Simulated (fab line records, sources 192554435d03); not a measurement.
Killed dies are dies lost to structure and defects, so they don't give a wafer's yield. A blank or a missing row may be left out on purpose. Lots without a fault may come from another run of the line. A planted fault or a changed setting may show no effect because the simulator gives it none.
One fault seen from 2 desks | flow n5_finfet | each desk has only its own numbers; what lay behind them comes last

THE DEFECT DESK
What the inspections along the route counted, lot by lot: means of the sampled wafers that have a number. A lot is out of limits, marked OUT, if its mean lies more than 4 standard deviations from the usual mean; the brackets give that distance.
Columns: A = raw_defect_count at N5_MOL_CONTACT_COAG_INSPECT_57, usual 205
lot  | first seen here | A
L578 | day 5 01:50     | 235
L579 | day 5 12:41     | 194
L580 | day 5 15:12     | 228
L583 | day 6 09:27     | 252
L584 | day 6 12:13     | 147
L592 | day 8 12:32     | 187
L593 | day 8 22:02     | 399
L595 | day 9 12:14     | 258
L600 | day 10 12:21    | 297
L601 | day 10 19:43    | 201
This desk's finding: nothing out of limits on any of the 10 lots.

THE TOOL OWNER'S DESK: ald_sin-02
The tool's own readings at N5_MOL_CONTACT_COAG_ALD_123 (deposits SiNx, target thk 5 nm, pulse time 1 s, purge time 2 s): means of the sampled wafers that have a number, for each lot that ran on this tool. A lot is out of limits, marked OUT, if its mean lies more than 4 standard deviations from the usual mean; the brackets give that distance.
Columns: A = heater_power_w at N5_MOL_CONTACT_COAG_ALD_123, usual 905 W; B = precursor_pulse_height_rel at N5_MOL_CONTACT_COAG_ALD_123, usual 1.003
lot  | first seen here | A    | B
L578 | day 5 00:53     | 1004 | 1.007
L579 | day 5 11:38     | 1004 | 1.009
L584 | day 6 11:16     | 851  | 0.980
L593 | day 8 21:07     | 890  | 1.015
L595 | day 9 11:19     | 893  | 1.016
This desk's finding: nothing out of limits on any of the 5 lots.

PUT TOGETHER
The defect desk saw nothing out of limits.
The tool owner's desk saw nothing out of limits.

WHAT THE SIMULATOR HAD PUT IN
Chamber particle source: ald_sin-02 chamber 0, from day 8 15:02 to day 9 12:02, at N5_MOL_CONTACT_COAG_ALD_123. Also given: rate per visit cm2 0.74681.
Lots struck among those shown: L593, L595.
